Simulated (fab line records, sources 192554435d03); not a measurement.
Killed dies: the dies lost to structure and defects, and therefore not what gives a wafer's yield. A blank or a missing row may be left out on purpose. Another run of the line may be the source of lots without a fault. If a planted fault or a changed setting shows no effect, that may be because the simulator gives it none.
Matching of chambers :: flow n5Finfet :: N5_BEOL_M11_ETCH_61 on rieDiel-05: 4 sister chambers
The step etches SiARC in CF4, target depth 39 nm, time 65 s. 4 wafers are shown with their chamber, then 8 later ones without.

== EACH WAFER AND ITS CHAMBER ==
wafer: L082.1
chamber: 1
drypumpMotorCurrentA (A): 5.3

wafer: L082.3
chamber: 3
drypumpMotorCurrentA (A): 5.8

wafer: L082.4
chamber: 0
drypumpMotorCurrentA (A): 6.6

wafer: L084.1
chamber: 2
drypumpMotorCurrentA (A): 6.6

== WAFERS WITHOUT THEIR CHAMBER ==
wafer: L084.2
drypumpMotorCurrentA (A): 6.6

wafer: L084.5
drypumpMotorCurrentA (A): 6.6

wafer: L087.2
drypumpMotorCurrentA (A): 6.6

wafer: L087.4
drypumpMotorCurrentA (A): 5.3

wafer: L087.6
drypumpMotorCurrentA (A): 5.3

wafer: L092.2
drypumpMotorCurrentA (A): 6.6

wafer: L092.3
drypumpMotorCurrentA (A): 5.9

wafer: L092.5
drypumpMotorCurrentA (A): 5.3

== EACH ONE'S CHAMBER ==
wafer: L084.2
from the rows above: can't be placed: 0 or 2
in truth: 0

wafer: L084.5
from the rows above: can't be placed: 0 or 2
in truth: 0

wafer: L087.2
from the rows above: can't be placed: 0 or 2
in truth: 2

wafer: L087.4
from the rows above: 1
in truth: 1

wafer: L087.6
from the rows above: 1
in truth: 1

wafer: L092.2
from the rows above: can't be placed: 0 or 2
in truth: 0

wafer: L092.3
from the rows above: 3
in truth: 3

wafer: L092.5
from the rows above: 1
in truth: 1
Correct placement for 4 of the 8. Cannot be placed on the basis of these rows: 4; the candidates contain the true chamber in 4. Wrongly placed: 0.
How it was worked out, from the rows above alone: a wafer's distance from a chamber is the root of the sum, over the readings, of the square of ((its reading less the chamber's mean) divided by the reading's scatter). If the next closest chamber is less than 2 further off than the closest, the wafer can't be placed; otherwise it belongs to the closest. A chamber's mean is the mean of its shown wafers. The scatter: root of mean squared gap, hidden wafer to nearest shown wafer, with one shown wafer a chamber.
